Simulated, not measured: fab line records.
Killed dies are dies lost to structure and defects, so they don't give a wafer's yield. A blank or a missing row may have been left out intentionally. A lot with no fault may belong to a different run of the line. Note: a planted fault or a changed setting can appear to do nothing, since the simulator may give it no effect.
fab line records    flow n5-finfet
[record] lots = 7  wafers = 39
route steps=1938 shown DUMMY_GATE@228 HKMG_FIN@435 GATE_CUT@466
start-h: the number of hours between the record's first day and the start of the first shown wafer of the lot    wait-h: how many hours have passed since the lot's step before this one    " repeats the value in the row above    L1.1+2: several wafers, shown together as one row    - no value present, or no start provided    * or withheld: withheld    < > ~ a bound
route shown NAME@n: NAME is a module with steps in the file, n the number in the route of the first one    usual: average and standard deviation across the fault-free wafers    same: alike in all rows    chamber/n: place in a boat    sites: the reading at each site    _std_site: the values' standard deviation    _edge_site: the outer-site mean with the inner-site mean subtracted    radius-mm: for every site, how far away it sits from the centre of the wafer    mask NAME#n: copy n    behind: tool/chamber where the wafer was last shaped    hold: cause of the lot's hold/its duration in hours/its outcome    device: whichever transistor did not switch (one of n, p or np)    end of line: the same wafers' tests at the end of the route    step lacking rows: just its recipe    killed: dies lost to structure and defects at the first sort, not the wafer's yield    map: shows each die of a wafer: x if killed, . if not, _ if none is there
set.NAME: the setting as run; set.NAME@STEP: as run at that earlier step    model.NAME: the simulator's own value behind a step, which no gauge read
lots where settings were altered on purpose, with a table for each step and a row for each wafer
[[steps]]
[step N5_DUMMY_GATE_EXPOSE_12]
[recipe] mask-id = GATE  na = 0.33  source-shape = annular  sigma-inner = 0.2  sigma-outer = 0.6  polarization = unpolarized  target-cd-nm = 25  dose-mj = 34
lot.wafer   tool            chamber  start-h  wait-h  mask    set.dose-mj
L075.1+2+4  euv-scanner-02  0        51.09    -       GATE#0  34
L075.3+5+6  "               0        "        "       GATE#0  35.55
L079.1+4+6  euv-scanner-02  0        76.65    -       GATE#0  34
L079.2+3+5  "               0        "        "       GATE#0  32.71
L084.1+4+6  euv-scanner-02  0        107.74   -       GATE#0  34
L084.2+3+5  "               0        "        "       GATE#0  31.54
L088.1+3+6  euv-scanner-01  0        128.17   -       GATE#0  34
L088.2+4+5  "               0        "        "       GATE#0  32.62
L090.1+3+6  euv-scanner-01  0        145.09   -       GATE#0  34
L090.2+4+5  "               0        "        "       GATE#0  35.16
L093.1+3+4  euv-scanner-01  0        164.00   -       GATE#0  34
L093.2+5+6  "               0        "        "       GATE#0  32.99
L097.1+2+5  euv-scanner-01  0        185.20   -       GATE#0  34
[step N5_DUMMY_GATE_PEB_13]
[recipe] peb-temp-c = 100  peb-time-s = 60  resist = CAR-EUV
[step N5_DUMMY_GATE_DEVELOP_14]
[recipe] develop-time-s = 30  developer = TMAH  resist = CAR-EUV  rinse-liquid = surfactant-rinse  dry = air-spin  dev-temp-c = 23
[step N5_DUMMY_GATE_CD_MEAS_15]
[recipe] target-cd-nm = 25.8  landing-energy-ev = 500  detector = se-inlens
[usual] cd-nm = 25.01/0.21
lot.wafer  tool       chamber  start-h  wait-h  set.dose-mj@DUMMY_GATE_EXPOSE_12  cd-nm
L075.1     cd-sem-02  0        51.22    -       34                                24.96
L075.2     "          0        "        "       34                                24.79
L075.3     "          0        "        "       35.55                             24.49
L075.4     "          0        "        "       34                                25.15
L075.5     "          0        "        "       35.55                             23.95
L075.6     "          0        "        "       35.55                             24.15
L079.1     cd-sem-03  0        76.77    -       34                                25.06
L079.2     "          0        "        "       32.71                             25.62
L079.3     "          0        "        "       32.71                             25.54
L079.4     "          0        "        "       34                                25.41
L079.5     "          0        "        "       32.71                             25.68
L079.6     "          0        "        "       34                                25.00
L084.1     cd-sem-02  0        107.87   -       34                                24.53
L084.2     "          0        "        "       31.54                             26.58
L084.3     "          0        "        "       31.54                             26.63
L084.4     "          0        "        "       34                                25.64
L084.5     "          0        "        "       31.54                             26.58
L084.6     "          0        "        "       34                                24.96
L088.1     cd-sem-03  0        128.29   -       34                                24.77
L088.2     "          0        "        "       32.62                             26.03
L088.3     "          0        "        "       34                                25.16
L088.4     "          0        "        "       32.62                             25.60
L088.5     "          0        "        "       32.62                             25.93
L088.6     "          0        "        "       34                                24.73
L090.1     cd-sem-02  0        145.21   -       34                                24.56
L090.2     "          0        "        "       35.16                             24.62
L090.3     "          0        "        "       34                                25.01
L090.4     "          0        "        "       35.16                             24.33
L090.5     "          0        "        "       35.16                             24.26
L090.6     "          0        "        "       34                                24.93
L093.1     cd-sem-01  0        164.13   -       34                                25.23
L093.2     "          0        "        "       32.99                             25.95
L093.3     "          0        "        "       34                                24.85
L093.4     "          0        "        "       34                                25.09
L093.5     "          0        "        "       32.99                             25.53
L093.6     "          0        "        "       32.99                             25.45
L097.1     cd-sem-03  0        185.33   -       34                                24.58
L097.2     "          0        "        "       34                                24.80
L097.5     "          0        "        "       34                                25.04
[step N5_DUMMY_GATE_STRIP_38]
[recipe] chemistry = N2/H2  temp-c = 40  n2-flow-sccm = 200  h2-flow-sccm = 200  rf-frequency-hz = 6e+07
[step N5_DUMMY_GATE_STRIP_39]
[recipe] chemistry = N2/H2  temp-c = 40  n2-flow-sccm = 200  h2-flow-sccm = 200  rf-frequency-hz = 6e+07
[step N5_DUMMY_GATE_TRIM_49]
[recipe] chemistry = O2  resist = SOC  time-s = 29  target-cd-nm = 14  source-power-w = 300  bias-power-w = 0  O2_flow_sccm = 100  temp-c = 20
lot.wafer   tool       chamber  start-h  wait-h  set.dose-mj@DUMMY_GATE_EXPOSE_12  model.DUMMY_GATE.cd-nm
L075.1+2    rie-si-05  0,2      51.62    0.0     34                                14.2
L075.3+5    "          3        "        "       35.55                             13.2
L075.4      "          1        "        "       34                                14
L075.6      "          0        "        "       35.55                             13.4
L079.1      rie-si-03  3        77.13    0.0     34                                14
L079.2      "          1        "        "       32.71                             14.8
L079.3+5    "          2        "        "       32.71                             14.6
L079.4+6    "          0,3      "        "       34                                14.2
L084.1+4    rie-si-03  0,1      108.28   0.0     34                                13.8
L084.2+3    "          3,2      "        "       31.54                             15.4
L084.5      "          2        "        "       31.54                             15.2
L084.6      "          1        "        "       34                                14
L088.1      rie-si-02  0        128.65   0.0     34                                14.2
L088.2+5    "          3,0      "        "       32.62                             15
L088.3+6    "          2,3      "        "       34                                14
L088.4      "          1        "        "       32.62                             14.8
L090.1      rie-si-05  3        145.57   0.0     34                                13.8
L090.2      "          2        "        "       35.16                             13.4
L090.3      "          0        "        "       34                                14.4
L090.4      "          1        "        "       35.16                             13.6
L090.5      "          2        "        "       35.16                             13.8
L090.6      "          3        "        "       34                                14
L093.1      rie-si-05  2        164.62   0.0     34                                13.6
L093.2      "          0        "        "       32.99                             14.6
L093.3+4    "          1        "        "       34                                13.8
L093.5      "          0        "        "       32.99                             14.4
L093.6      "          2        "        "       32.99                             14.8
L097.1+2+5  rie-si-05  2,0,0    185.98   0.0     34                                14
[step N5_DUMMY_GATE_STRIP_40]
[recipe] chemistry = CF4  resist = SiARC  power-w = 300  bias-power-w = 75  pressure-mtorr = 50  cf4-flow-sccm = 150  rf-frequency-hz = 6e+07
[step N5_DUMMY_GATE_CD_MEAS_50]
[recipe] target-cd-nm = 14
[usual] cd-nm = 14.05/0.3
lot.wafer  tool       chamber  start-h  wait-h  set.dose-mj@DUMMY_GATE_EXPOSE_12  cd-nm
L075.1     cd-sem-03  -        51.77    0.0     34                                14.24
L075.2     "          -        "        "       34                                14.25
L075.3     "          -        "        "       35.55                             12.84
L075.4     "          -        "        "       34                                14.00
L075.5     "          -        "        "       35.55                             13.47
L075.6     "          -        "        "       35.55                             13.35
L079.1     cd-sem-01  -        77.29    0.0     34                                13.89
L079.2     "          -        "        "       32.71                             14.63
L079.3     "          -        "        "       32.71                             14.50
L079.4     "          -        "        "       34                                14.32
L079.5     "          -        "        "       32.71                             14.77
L079.6     "          -        "        "       34                                14.03
L084.1     cd-sem-01  -        108.42   0.0     34                                13.63
L084.2     "          -        "        "       31.54                             15.39
L084.3     "          -        "        "       31.54                             15.25
L084.4     "          -        "        "       34                                13.79
L084.5     "          -        "        "       31.54                             15.30
L084.6     "          -        "        "       34                                13.83
L088.1     cd-sem-01  -        128.80   0.0     34                                14.31
L088.2     "          -        "        "       32.62                             14.88
L088.3     "          -        "        "       34                                13.99
L088.4     "          -        "        "       32.62                             14.78
L088.5     "          -        "        "       32.62                             14.82
L088.6     "          -        "        "       34                                13.87
L090.1     cd-sem-02  -        145.72   0.0     34                                13.87
L090.2     "          -        "        "       35.16                             13.65
L090.3     "          -        "        "       34                                14.33
L090.4     "          -        "        "       35.16                             13.88
L090.5     "          -        "        "       35.16                             13.85
L090.6     "          -        "        "       34                                13.73
L093.1     cd-sem-02  -        164.77   0.0     34                                13.81
L093.2     "          -        "        "       32.99                             14.50
L093.3     "          -        "        "       34                                13.94
L093.4     "          -        "        "       34                                13.80
L093.5     "          -        "        "       32.99                             14.57
L093.6     "          -        "        "       32.99                             14.57
L097.1     cd-sem-01  -        186.21   0.0     34                                14.16
L097.2     "          -        "        "       34                                13.87
L097.5     "          -        "        "       34                                14.14
[step N5_DUMMY_GATE_ETCH_31]
[recipe] chemistry = C4F6/O2  target = SiO2  mask-material = SOC  target-depth-a = 825  time-s = 27.5  ion-energy-ev = 250  pressure-mtorr = 30  source-w = 345  bias-w = 185  Ar_flow_sccm = 300  C4F6_flow_sccm = 10  O2_flow_sccm = 10
lot.wafer  tool         chamber  start-h  wait-h  set.target-depth-a  model.etch.depth-nm  model.SOC_of_DUMMY_GATE_COAT_34.thk-nm
L075.1     rie-diel-02  1        51.82    0.0     825                 83.14                51.8
L075.2     "            3        "        "       825                 82.24                52
L075.3     "            0        "        "       825                 82.74                52
L075.4     "            2        "        "       825                 81.57                52.2
L075.5     "            3        "        "       825                 81.74                52.2
L075.6     "            0        "        "       825                 83.79                51.8
L079.1     rie-diel-05  1        77.34    0.0     825                 84.59                51.6
L079.2     "            2        "        "       774.2               77.13                52.4
L079.3     "            3        "        "       825                 82.6                 52
L079.4     "            0        "        "       825                 83.5                 51.8
L079.5     "            2        "        "       774.2               77.34                52.6
L079.6     "            1        "        "       774.2               78.55                52.4
L084.1     rie-diel-05  0        108.47   0.0     825                 82.12                52
L084.2     "            2        "        "       879.2               86.46                51.6
L084.3     "            1        "        "       825                 82.42                52.2
L084.4     "            3        "        "       825                 81.19                52.2
L084.5     "            0        "        "       879.2               87.51                51.4
L084.6     "            1        "        "       879.2               88.43                51.4
L088.1     rie-diel-05  2        128.96   0.2     825                 80.6                 52
L088.2     "            0        "        "       825                 81.85                51.6
L088.3+5   "            3        "        "       825                 81.21                51.8
L088.4     "            1        "        "       825                 82.28                51.8
L088.6     "            2        "        "       825                 81.33                51.8
L090.1     rie-diel-05  0        145.77   0.0     918.2               91.31                51.2
L090.2     "            3        "        "       918.2               90.7                 51
L090.3     "            2        "        "       825                 81.62                51.8
L090.4     "            1        "        "       825                 82.81                51.8
L090.5     "            2        "        "       825                 81.9                 52
L090.6     "            3        "        "       918.2               89.79                51.2
L093.1     rie-diel-02  1        164.82   0.0     825                 81.58                52
L093.2     "            0        "        "       825                 81.85                52
L093.3     "            2        "        "       825                 81                   52.2
L093.4     "            2        "        "       825                 81.13                52
L093.5     "            0        "        "       825                 81.75                51.8
L093.6     "            1        "        "       825                 81.4                 52
L097.1     rie-diel-02  2        186.29   0.1     825                 81.05                52
L097.2     "            3        "        "       825                 82.83                51.8
L097.5     "            0        "        "       825                 82.08                52
[step N5_DUMMY_GATE_STRIP_41]
[recipe] chemistry = O2  power-w = 400  temp-c = 40  pressure-mtorr = 30  rf-frequency-hz = 6e+07  bias-power-w = 0  overash-fraction = 0.3  o2-flow-sccm = 225
[step N5_DUMMY_GATE_HM_OPEN_21]
[recipe] chemistry = CH3F/O2  target = SiNx  target-depth-a = 1200  Ar_flow_sccm = 150  CH3F_flow_sccm = 30  O2_flow_sccm = 23  time-s = 171.4  pressure-mtorr = 30  source-w = 395  bias-w = 73  ion-energy-ev = 120.7
[step N5_DUMMY_GATE_ETCH_32]
[recipe] chemistry = CF4  target = SiO2  target-depth-a = 35  time-s = 3.9  ion-energy-ev = 350  pressure-mtorr = 10  icp-w = 800  bias-w = 400  cf4-flow-sccm = 80
[step N5_DUMMY_GATE_ETCH_23]
[recipe] chemistry = HBr/Cl2/O2  HBr_flow_sccm = 150  Cl2_flow_sccm = 80  O2_flow_sccm = 12  bias-w = 102  target-depth-a = 410  time-s = 22.3  target = poly-Si  mask-material = SiO2  pressure-mtorr = 10  icp-w = 800
[step N5_DUMMY_GATE_ETCH_44]
[recipe] chemistry = HBr/O2  over-etch-frac = 0.7  target-depth-a = 1275  stop-on = SiO2  ion-energy-ev = 60  bias-w = 20  target = poly-Si  mask-material = SiO2  pressure-mtorr = 20  icp-w = 400  HBr_flow_sccm = 120  O2_flow_sccm = 10
lot.wafer   tool       chamber  start-h  wait-h  set.dose-mj@DUMMY_GATE_EXPOSE_12  model.DUMMY_GATE.cd-nm
L075.1      rie-si-02  3        52.15    0.0     34                                15.4
L075.2      "          0        "        "       34                                15.2
L075.3+5+6  "          1,1,0    "        "       35.55                             14.4
L075.4      "          2        "        "       34                                15
L079.1+6    rie-si-02  3        77.67    0.0     34                                15.2
L079.2+3    "          0,1      "        "       32.71                             15.6
L079.4      "          2        "        "       34                                15
L079.5      "          0        "        "       32.71                             15.2
L084.1+4    rie-si-05  3,2      108.81   0.0     34                                15
L084.2+5    "          1,2      "        "       31.54                             16.2
L084.3      "          0        "        "       31.54                             16.4
L084.6      "          3        "        "       34                                15.4
L088.1      rie-si-03  0        129.29   0.0     34                                15.2
L088.2      "          3        "        "       32.62                             16
L088.3+6    "          1        "        "       34                                15
L088.4+5    "          2        "        "       32.62                             15.8
L090.1      rie-si-03  2        146.10   0.0     34                                14.6
L090.2      "          1        "        "       35.16                             14.4
L090.3      "          0        "        "       34                                15.4
L090.4      "          3        "        "       35.16                             14.6
L090.5      "          0        "        "       35.16                             14.8
L090.6      "          3        "        "       34                                15
L093.1      rie-si-02  0        165.16   0.0     34                                14.8
L093.2      "          2        "        "       32.99                             15.6
L093.3+4    "          3        "        "       34                                15
L093.5      "          0        "        "       32.99                             15.2
L093.6      "          2        "        "       32.99                             16
L097.1+2+5  rie-si-02  3,0,0    186.63   0.0     34                                15
[step N5_DUMMY_GATE_ETCH_42]
[recipe] chemistry = CHF3/O2  target = SiO2  target-depth-a = 35  time-s = 31  ion-energy-ev = 30  bias-w = 12  pressure-mtorr = 30  source-w = 600  Ar_flow_sccm = 200  CHF3_flow_sccm = 50  O2_flow_sccm = 5
[usual] rf-vpp-V = 42.4/0.91
lot.wafer  tool         chamber  start-h  wait-h  set.bias-w  rf-vpp-V
L075.1     rie-diel-06  1        52.31    0.0     12          43.2
L075.2     "            2        "        "       10.7        38.7
L075.3     "            3        "        "       12          43.2
L075.4     "            0        "        "       10.7        39.3
L075.5     "            2        "        "       10.7        38.9
L075.6     "            1        "        "       12          42.5
L079.1     rie-diel-06  1        77.88    0.1     14.05       47.1
L079.2     "            2        "        "       12          42.3
L079.3     "            0        "        "       12          42.7
L079.4     "            3        "        "       14.05       47.8
L079.5     "            2        "        "       14.05       47.5
L079.6     "            3        "        "       12          42.2
L084.1     rie-diel-02  0        108.97   0.0     9.969       34.8
L084.2     "            2        "        "       9.969       37.6
L084.3     "            3        "        "       12          41.7
L084.4     "            0        "        "       12          42.5
L084.5     "            2        "        "       9.969       36.6
L084.6     "            3        "        "       12          41.2
L088.1     rie-diel-02  0        129.45   0.0     12          40.6
L088.2     "            1        "        "       12          42.9
L088.3     "            3        "        "       12.74       43.6
L088.4     "            2        "        "       12.74       44.7
L088.5     "            0        "        "       12          40.6
L088.6     "            3        "        "       12.74       44.7
L090.1     rie-diel-02  2        146.26   0.0     12          40.9
L090.2     "            1        "        "       12          43.3
L090.3     "            3        "        "       12          43.5
L090.4     "            0        "        "       12          40.5
L090.5     "            1        "        "       12          43.9
L090.6     "            2        "        "       12          42.3
L093.1     rie-diel-02  2        165.31   0.0     12          41.6
L093.2     "            1        "        "       12          42.4
L093.3     "            0        "        "       12          40.7
L093.4     "            1        "        "       12          43.1
L093.5     "            2        "        "       12          43.6
L093.6     "            0        "        "       12          41.5
L097.1     rie-diel-05  1        186.80   0.0     12          41.7
L097.2     "            0        "        "       12          40.9
L097.5     "            0        "        "       12          41.6
[step N5_HKMG_FIN_ETCH_32]
[recipe] chemistry = N2/H2  target = SOC  target-depth-a = 2400  temp-c = 40  time-s = 300  ion-energy-ev = 200  mask-material = SiARC  pressure-mtorr = 30  source-w = 840  bias-w = 150  n2-flow-sccm = 200  h2-flow-sccm = 200
lot.wafer  tool         chamber  start-h  wait-h  set.target-depth-a  model.HKMG_FIN.feature-depth-nm  model.etch.depth-nm  model.SiARC_of_HKMG_FIN_COAT_30.thk-nm
L075.1     rie-diel-01  2        79.08    0.0     2400                244                              244                  21
L075.2     "            1        "        "       2232                224.8                            224.8                22
L075.3     "            3        "        "       2232                218.8                            218.8                22.4
L075.4     "            0        "        "       2232                224.2                            224.2                22
L075.5     "            1        "        "       2400                242.6                            242.6                21
L075.6     "            0        "        "       2400                241.4                            241.3                21
L079.1     rie-diel-01  1        104.78   0.0     2698                269.6                            269.6                19.6
L079.2     "            2        "        "       2400                240.8                            240.7                21
L079.3     "            0        "        "       2400                238.6                            238.5                21.2
L079.4     "            2        "        "       2400                240.8                            240.9                21.2
L079.5     "            0        "        "       2698                269.6                            269.7                19.4
L079.6     "            1        "        "       2698                270.6                            270.6                19.4
L084.1     rie-diel-01  1        139.48   0.0     2400                242.8                            242.9                20.8
L084.2     "            2        "        "       2697                275.4                            275.3                19
L084.3     "            0        "        "       2400                241.8                            241.9                21
L084.4     "            3        "        "       2697                275.8                            275.7                18.8
L084.5     "            3        "        "       2697                275.6                            275.6                19
L084.6     "            2        "        "       2400                245                              245                  20.8
L088.1     rie-diel-03  3        157.53   0.0     2120                206.8                            206.9                23.2
L088.2     "            1        "        "       2120                211.8                            211.7                22.8
L088.3     "            0        "        "       2120                214.6                            214.5                22.6
L088.4     "            0        "        "       2400                243.4                            243.3                21
L088.5     "            1        "        "       2400                236.6                            236.5                21.4
L088.6     "            3        "        "       2400                234.4                            234.5                21.6
L090.1     rie-diel-01  1        173.57   0.0     2269                231                              231.1                21.8
L090.2     "            2        "        "       2400                244.2                            244.3                21
L090.3     "            0        "        "       2269                228.2                            228.1                22
L090.4     "            1        "        "       2400                242.4                            242.4                21
L090.5     "            2        "        "       2269                232.6                            232.6                21.6
L090.6     "            0        "        "       2400                242.6                            242.6                21.2
L093.1     rie-diel-04  3        193.09   0.0     2400                244.4                            244.3                20.6
L093.2     "            2        "        "       2400                232.4                            232.4                21.6
L093.3     "            0        "        "       2400                241.4                            241.4                21.2
L093.4     "            1        "        "       2400                241.8                            241.8                21
L093.5     "            2        "        "       2400                234.2                            234.3                21.6
L093.6     "            1        "        "       2400                238.6                            238.5                21.4
L097.1     rie-diel-04  0        215.34   0.0     2400                241                              241                  21.2
L097.2     "            2        "        "       2400                234.2                            234.2                21.6
L097.5     "            3        "        "       2400                245.2                            245.2                20.8
[step N5_GATE_CUT_ETCH_56]
[recipe] chemistry = Cl2/Ar  target = TiN  target-depth-a = 216  pressure-mtorr = 10  icp-w = 600  bias-w = 60  Cl2_flow_sccm = 40  Ar_flow_sccm = 60
lot.wafer  tool          chamber  start-h  wait-h  set.target-depth-a  model.etch.depth-nm
L075.1     rie-metal-02  1        83.54    0.1     188.7               18.74
L075.2     "             0        "        "       188.7               18.91
L075.3     "             0        "        "       216                 21.7
L075.4     "             1        "        "       216                 21.37
L075.5     "             1        "        "       188.7               18.81
L075.6     "             0        "        "       216                 21.49
L079.1+3   rie-metal-02  0        109.26   0.1     216                 21.42
L079.2     "             1        "        "       216                 21.37
L079.4     "             1        "        "       216                 21.34
L079.5     "             0        "        "       216                 21.77
L079.6     "             1        "        "       216                 21.25
L084.1     rie-metal-01  1        143.99   0.1     190.5               19.06
L084.2     "             0        "        "       216                 21.61
L084.3     "             1        "        "       216                 21.34
L084.4     "             0        "        "       190.5               18.99
L084.5     "             1        "        "       190.5               18.95
L084.6     "             0        "        "       216                 21.55
L088.1     rie-metal-01  1        162.04   0.1     216                 21.47
L088.2     "             0        "        "       243.3               24.17
L088.3     "             0        "        "       216                 21.42
L088.4     "             1        "        "       243.3               24.09
L088.5     "             0        "        "       216                 21.24
L088.6     "             1        "        "       243.3               24.36
L090.1     rie-metal-02  0        178.44   0.1     216                 21.95
L090.2     "             1        "        "       216                 21.77
L090.3     "             0        "        "       216                 21.83
L090.4     "             1        "        "       188.6               18.98
L090.5     "             0        "        "       188.6               18.94
L090.6     "             1        "        "       188.6               18.99
L093.1     rie-metal-01  0        197.66   0.1     228.2               22.61
L093.2     "             1        "        "       228.2               22.58
L093.3     "             0        "        "       228.2               22.81
L093.4     "             1        "        "       216                 21.36
L093.5     "             1        "        "       216                 21.46
L093.6     "             0        "        "       216                 21.35
L097.1     rie-metal-01  1        220.01   0.1     216                 21.67
L097.2     "             0        "        "       216                 21.63
L097.5     "             0        "        "       216                 21.65
[[key]]
[split] step = N5_DUMMY_GATE_EXPOSE_12  setting = dose-mj  stated = 34  by = wafer
[response] step = N5_DUMMY_GATE_CD_MEAS_15  reading = cd-nm  change = -0.19  per = 1%  r = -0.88
[response] step = N5_DUMMY_GATE_TRIM_49  reading = model.DUMMY_GATE.cd-nm  change = -0.195  per = 1%  r = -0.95
[response] step = N5_DUMMY_GATE_CD_MEAS_50  reading = cd-nm  change = -0.189  per = 1%  r = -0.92
[response] step = N5_DUMMY_GATE_ETCH_44  reading = model.DUMMY_GATE.cd-nm  change = -0.158  per = 1%  r = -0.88
[split] step = N5_DUMMY_GATE_ETCH_31  setting = target-depth-a  stated = 825  by = wafer
[response] step = N5_DUMMY_GATE_ETCH_31  reading = model.etch.depth-nm  change = +0.808  per = 1%  r = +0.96
[response] step = N5_DUMMY_GATE_ETCH_31  reading = model.SOC_of_DUMMY_GATE_COAT_34.thk-nm  change = -0.0804  per = 1%  r = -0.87
[split] step = N5_DUMMY_GATE_ETCH_42  setting = bias-w  stated = 12  by = wafer
[response] step = N5_DUMMY_GATE_ETCH_42  reading = rf-vpp-V  change = +0.328  per = 1%  r = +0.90
[split] step = N5_HKMG_FIN_ETCH_32  setting = target-depth-a  stated = 2400  by = wafer
[response] step = N5_HKMG_FIN_ETCH_32  reading = model.HKMG_FIN.feature-depth-nm  change = +2.48  per = 1%  r = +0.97
[response] step = N5_HKMG_FIN_ETCH_32  reading = model.etch.depth-nm  change = +2.48  per = 1%  r = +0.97
[response] step = N5_HKMG_FIN_ETCH_32  reading = model.SiARC_of_HKMG_FIN_COAT_30.thk-nm  change = -0.143  per = 1%  r = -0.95
[split] step = N5_GATE_CUT_ETCH_56  setting = target-depth-a  stated = 216  by = wafer
[response] step = N5_GATE_CUT_ETCH_56  reading = model.etch.depth-nm  change = +0.22  per = 1%  r = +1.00
